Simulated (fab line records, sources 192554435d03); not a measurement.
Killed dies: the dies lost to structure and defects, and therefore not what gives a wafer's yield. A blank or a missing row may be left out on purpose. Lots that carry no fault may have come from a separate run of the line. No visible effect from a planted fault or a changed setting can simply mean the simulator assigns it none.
What tool caused it? | flow n5Finfet | 66 wafers from 22 lots sampled at 3 of the route's 1938 steps

WHAT THE GAUGES SHOWED, per wafer
N5_BEOL_M6_CD_MEAS_35: target cd 40 nm, target cd y 28 nm. Usual: cdNm 39.5 nm, standard deviation 0.55.
lot  | measured     | on       | cdNm (nm)      | flag
L075 | day 11 10:56 | cdSem-01 | 39.0 38.2 38.5 | 
L076 | day 11 17:31 | cdSem-02 | 39.8 38.5 39.5 | 
L074 | day 11 17:44 | cdSem-03 | 39.8 39.1 38.8 | 
L078 | day 11 18:08 | cdSem-02 | 39.4 39.4 39.5 | 
L077 | day 12 09:16 | cdSem-02 | 39.4 39.9 40.0 | 
L079 | day 12 14:41 | cdSem-01 | 39.2 39.6 39.7 | 
L081 | day 13 09:51 | cdSem-03 | 39.5 38.7 39.7 | 
L084 | day 13 20:02 | cdSem-01 | 40.7 40.0 39.9 | 
L082 | day 14 03:35 | cdSem-02 | 40.0 39.4 40.2 | 
L080 | day 14 06:49 | cdSem-02 | 38.8 39.4 39.6 | 
L083 | day 14 09:44 | cdSem-02 | 39.7 40.5 39.1 | 
L087 | day 14 13:29 | cdSem-02 | 40.0 39.4 38.8 | 
L085 | day 15 02:29 | cdSem-01 | 38.8 39.0 39.6 | 
L088 | day 15 02:35 | cdSem-03 | 39.9 40.4 39.2 | 
L089 | day 15 21:04 | cdSem-02 | 39.6 39.8 39.0 | 
L090 | day 15 21:31 | cdSem-03 | 38.5 39.9 39.7 | 
L091 | day 16 03:50 | cdSem-01 | 39.6 38.7 38.7 | 
L095 | day 16 07:44 | cdSem-01 | 39.6 39.7 40.4 | 
L086 | day 16 07:45 | cdSem-01 | 40.5 38.2 38.8 | 
L092 | day 17 00:36 | cdSem-03 | 38.7 39.4 37.8 | 
L094 | day 17 05:32 | cdSem-03 | 40.0 39.9 40.4 | 
L097 | day 17 09:04 | cdSem-02 | 39.1 38.9 39.1 | 

N5_BEOL_M6_THK_MEAS_53: measures by xrf. Usual: M6_THK 79.2 nm, standard deviation 2.2.
lot  | measured     | on           | M6_THK (nm)    | flag
L075 | day 11 13:23 | filmMetro-02 | 82.2 86.0 80.2 | 
L076 | day 11 19:41 | filmMetro-01 | 83.6 76.8 81.4 | 
L074 | day 11 21:51 | filmMetro-01 | 79.9 79.1 81.8 | 
L078 | day 11 22:37 | filmMetro-01 | 78.3 80.4 79.8 | 
L077 | day 12 12:53 | filmMetro-01 | 78.9 81.9 79.1 | 
L079 | day 12 18:55 | filmMetro-01 | 79.0 80.6 76.1 | 
L081 | day 13 11:54 | filmMetro-01 | 80.7 84.0 78.1 | 
L084 | day 13 22:50 | filmMetro-01 | 80.2 78.1 79.2 | 
L082 | day 14 05:47 | filmMetro-02 | 81.2 75.7 78.3 | 
L080 | day 14 11:04 | filmMetro-02 | 77.2 77.7 77.5 | 
L083 | day 14 14:07 | filmMetro-02 | 77.2 77.0 78.5 | 
L087 | day 14 16:07 | filmMetro-02 | 77.4 78.8 80.4 | 
L085 | day 15 04:59 | filmMetro-02 | 78.9 78.1 77.3 | 
L088 | day 15 05:02 | filmMetro-01 | 77.3 80.7 80.2 | 
L089 | day 15 23:48 | filmMetro-01 | 77.9 78.5 77.4 | 
L090 | day 16 00:23 | filmMetro-01 | 81.7 85.1 81.1 | 
L091 | day 16 05:50 | filmMetro-01 | 81.6 81.1 81.2 | 
L095 | day 16 11:06 | filmMetro-02 | 83.4 82.2 80.1 | 
L086 | day 16 11:22 | filmMetro-01 | 79.6 78.5 78.2 | 
L092 | day 17 02:51 | filmMetro-01 | 78.8 78.5 75.2 | 
L094 | day 17 07:46 | filmMetro-02 | 78.0 78.4 77.2 | 
L097 | day 17 12:29 | filmMetro-02 | 79.4 82.4 81.4 | 

WHAT TOOL EACH LOT RAN ON (gives the tool, then ch and the chambers of the sampled wafers, and finally the start)
lot  | N5_BEOL_M6_TRENCH_ETCH_37
L075 | rieDiel-03 ch 0,2,3, day 11 10:56 or earlier
L076 | rieDiel-05 ch 0,1, day 11 17:31 or earlier
L074 | rieDiel-02 ch 2,3, day 11 17:44 or earlier
L078 | rieDiel-02 ch 0,2,3, day 11 18:08 or earlier
L077 | rieDiel-05 ch 0,2,3, day 12 09:16 or earlier
L079 | rieDiel-03 ch 1,2,3, day 12 14:41 or earlier
L081 | rieDiel-05 ch 0,2,3, day 13 09:51 or earlier
L084 | rieDiel-02 ch 0,1, day 13 20:02 or earlier
L082 | rieDiel-02 ch 0,3, day 14 03:35 or earlier
L080 | rieDiel-05 ch 1,2, day 14 06:49 or earlier
L083 | rieDiel-02 ch 0,1,2, day 14 09:44 or earlier
L087 | rieDiel-03 ch 0,1,3, day 14 13:29 or earlier
L085 | rieDiel-03 ch 0,2, day 15 02:29 or earlier
L088 | rieDiel-02 ch 1,3, day 15 02:35 or earlier
L089 | rieDiel-03 ch 0,1,2, day 15 21:04 or earlier
L090 | rieDiel-05 ch 0,1, day 15 21:31 or earlier
L091 | rieDiel-03 ch 0,1,2, day 16 03:50 or earlier
L095 | rieDiel-03 ch 1,2, day 16 07:44 or earlier
L086 | rieDiel-05 ch 1,3, day 16 07:45 or earlier
L092 | rieDiel-02 ch 0,3, day 17 00:36 or earlier
L094 | rieDiel-02 ch 1,3, day 17 05:32 or earlier
L097 | rieDiel-05 ch 0,1, day 17 09:04 or earlier
- N5_BEOL_M6_TRENCH_ETCH_37: etches SiCOH lowk in C4F6/O2, target depth 94.435 nm, time 31.5 s.

AS READ BY THE TOOLS THEMSELVES (means over the sampled wafers that have a number; for cases with no such wafer, the mark the record gives instead)
N5_BEOL_M6_TRENCH_ETCH_37. Usual: O2_flow_sccm 10.00 sccm, standard deviation 0.031; chamberPressureMTorr 29.997 mTorr, standard deviation 0.028; drypumpMotorCurrentA 5.8 A, standard deviation 0.56; mfcArSccm 300.1 sccm, standard deviation 0.91; oesProductAu 0.82 a.u., standard deviation 0.079; rfVppV 667 V, standard deviation 14; showerheadPlenumPTorr 2.88 Torr, standard deviation 0.12; throttleValvePct 20.81 %, standard deviation 0.29.
lot  | tool       | O2_flow_sccm (sccm) | chamberPressureMTorr (mTorr) | drypumpMotorCurrentA (A) | mfcArSccm (sccm) | oesProductAu (a.u.) | rfVppV (V) | showerheadPlenumPTorr (Torr) | throttleValvePct (%) | flag
L075 | rieDiel-03 | 9.99                | 29.998                       | 5.6                      | 300.9            | 0.86                | 688        | 2.95                         | 20.71                | 
L076 | rieDiel-05 | 9.95                | 30.012                       | 6.0                      | 300.0            | 0.86                | 664        | 2.96                         | 20.99                | 
L074 | rieDiel-02 | 10.04               | 30.002                       | 6.6                      | 300.8            | 0.76                | 676        | 2.79                         | 20.88                | 
L078 | rieDiel-02 | 9.98                | 30.015                       | 6.2                      | 300.1            | 0.78                | 673        | 2.90                         | 20.99                | 
L077 | rieDiel-05 | 10.02               | 29.998                       | 5.8                      | 300.1            | 0.81                | 660        | 2.90                         | 20.80                | 
L079 | rieDiel-03 | 10.02               | 30.017                       | 6.0                      | 300.2            | 0.88                | 670        | 2.93                         | 20.88                | 
L081 | rieDiel-05 | 9.99                | 29.982                       | 5.8                      | 299.5            | 0.79                | 659        | 2.90                         | 20.82                | 
L084 | rieDiel-02 | 10.03               | 29.964                       | 5.5                      | 299.6            | 0.82                | 661        | 2.84                         | 20.74                | 
L082 | rieDiel-02 | 9.99                | 30.031                       | 6.3                      | 300.1            | 0.78                | 666        | 2.98                         | 21.08                | 
L080 | rieDiel-05 | 9.98                | 30.008                       | 5.6                      | 301.0            | 0.84                | 658        | 2.82                         | 20.45                | 
L083 | rieDiel-02 | 9.99                | 30.012                       | 5.8                      | 300.8            | 0.78                | 670        | 2.82                         | 20.86                | 
L087 | rieDiel-03 | 10.01               | 29.994                       | 5.7                      | 299.5            | 0.87                | 678        | 2.85                         | 20.75                | 
L085 | rieDiel-03 | 9.99                | 30.002                       | 5.3                      | 300.7            | 0.89                | 693        | 2.86                         | 20.58                | 
L088 | rieDiel-02 | 9.99                | 29.972                       | 6.4                      | 300.5            | 0.78                | 661        | 2.89                         | 20.87                | 
L089 | rieDiel-03 | 9.99                | 29.973                       | 5.7                      | 300.9            | 0.85                | 675        | 2.84                         | 20.85                | 
L090 | rieDiel-05 | 9.98                | 29.961                       | 6.0                      | 301.6            | 0.88                | 663        | 2.94                         | 20.90                | 
L091 | rieDiel-03 | 10.00               | 30.013                       | 5.7                      | 300.0            | 0.84                | 676        | 2.84                         | 20.85                | 
L095 | rieDiel-03 | 10.01               | 30.013                       | 6.1                      | 299.7            | 0.81                | 658        | 2.82                         | 21.10                | 
L086 | rieDiel-05 | 9.98                | 29.995                       | 5.2                      | 301.1            | 0.95                | 653        | 2.80                         | 20.37                | 
L092 | rieDiel-02 | 10.02               | 30.009                       | 6.3                      | 298.8            | 0.74                | 666        | 2.97                         | 21.10                | 
L094 | rieDiel-02 | 10.03               | 29.970                       | 6.4                      | 300.2            | 0.76                | 662        | 2.88                         | 20.90                | 
L097 | rieDiel-05 | 10.04               | 29.974                       | 6.0                      | 300.7            | 0.87                | 663        | 2.94                         | 20.91                | 

THE ANSWER, worked out from the rows above alone
Rule: lot off if the mean of its wafers having a number is beyond 3 standard deviations from the usual mean. A lot without any number at a reading at which 4 lots or more have one is off too. All remaining lots with rows at the step are treated as sound. Order of review: gauges by route order, followed by the tools' own readings, for which a lot's mean as printed above is used. At the first step where some lot is off, the reading lying furthest off is the one used; lots without a number count as furthest.
No lot is off at any reading shown: from this, nothing can be told.

WHAT THE SIMULATOR HAD PUT IN
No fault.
